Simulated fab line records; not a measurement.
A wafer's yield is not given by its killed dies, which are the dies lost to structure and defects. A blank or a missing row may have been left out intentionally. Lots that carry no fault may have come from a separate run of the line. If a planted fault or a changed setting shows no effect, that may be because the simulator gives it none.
Which tool did it? + flow n5Finfet + 24 lots, 72 wafers sampled, at 1 step of a route of 1938

== WHAT THE GAUGES SHOWED, per wafer ==
N5_FIN_CUT_OVL_MEAS_09. Usual: FIN_CUT_OVL gives 0.4 nm (standard deviation 0.69).
| lot  | measured    | on         | FIN_CUT_OVL (nm) | flag |
|------|-------------|------------|------------------|------|
| L074 | day 2 03:08 | overlay-01 | 1.0 0.4 0.4      |      |
| L075 | day 2 08:23 | overlay-01 | 0.1 -1.2 -1.4    |      |
| L076 | day 2 16:07 | overlay-02 | 0.1 1.3 0.6      |      |
| L077 | day 2 22:53 | overlay-01 | 0.7 1.1 0.3      |      |
| L078 | day 3 03:43 | overlay-02 | -0.1 -0.1 0.4    |      |
| L079 | day 3 08:53 | overlay-02 | 0.9 0.2 0.2      |      |
| L080 | day 3 15:49 | overlay-02 | 0.3 0.7 -0.2     |      |
| L081 | day 3 21:25 | overlay-02 | 1.0 0.5 0.6      |      |
| L082 | day 4 02:58 | overlay-01 | 0.4 0.6 -0.2     |      |
| L083 | day 4 10:50 | overlay-01 | -0.2 -0.1 0.6    |      |
| L084 | day 4 14:43 | overlay-01 | -0.2 0.5 0.4     |      |
| L085 | day 4 23:20 | overlay-02 | 0.9 1.2 1.6      |      |
| L086 | day 5 03:55 | overlay-01 | 1.4 1.1 2.0      |      |
| L087 | day 5 08:50 | overlay-02 | 1.3 0.4 1.5      |      |
| L088 | day 5 15:09 | overlay-01 | -1.0 -0.5 0.6    |      |
| L089 | day 5 20:59 | overlay-02 | 2.3 0.9 0.4      |      |
| L090 | day 6 04:13 | overlay-01 | -0.3 0.0 0.4     |      |
| L091 | day 6 09:58 | overlay-01 | 0.5 0.8 -0.2     |      |
| L092 | day 6 15:46 | overlay-02 | 0.7 -0.2 0.8     |      |
| L093 | day 6 20:32 | overlay-01 | 0.6 0.3 0.3      |      |
| L094 | day 7 03:34 | overlay-01 | 0.4 0.0 0.6      |      |
| L095 | day 7 09:19 | overlay-02 | -0.1 -0.2 -0.6   |      |
| L096 | day 7 14:25 | overlay-02 | -0.2 -0.8 -0.2   |      |
| L097 | day 7 22:22 | overlay-02 | -0.2 0.4 0.0     |      |

== WHICH TOOL RAN EACH LOT (tool, then ch and the chambers of the sampled wafers, then the start) ==
There is no process step in the record ahead of these readings.

== AS READ BY THE TOOLS THEMSELVES (means over the sampled wafers that have a number; for cases with no such wafer, the mark the record gives instead) ==
The record holds no such reading with a usual standard deviation.

== THE ANSWER, worked out from the rows above alone ==
Rule: a lot counts as off when the mean over its wafers that have a number is more than 3 standard deviations away from the usual mean. A lot without any number at a reading at which 4 lots or more have one is off too. Where the step has rows for the other lots, those lots are counted as sound. After the gauges, taken in route order, come the tools' own readings; for these a lot's mean is taken, as printed above. At the first step where some lot is off, the reading lying furthest off is the one used; lots without a number count as furthest.
Across all readings shown, no lot is off: no conclusion can be drawn from this.

== WHAT THE SIMULATOR PUT IN ==
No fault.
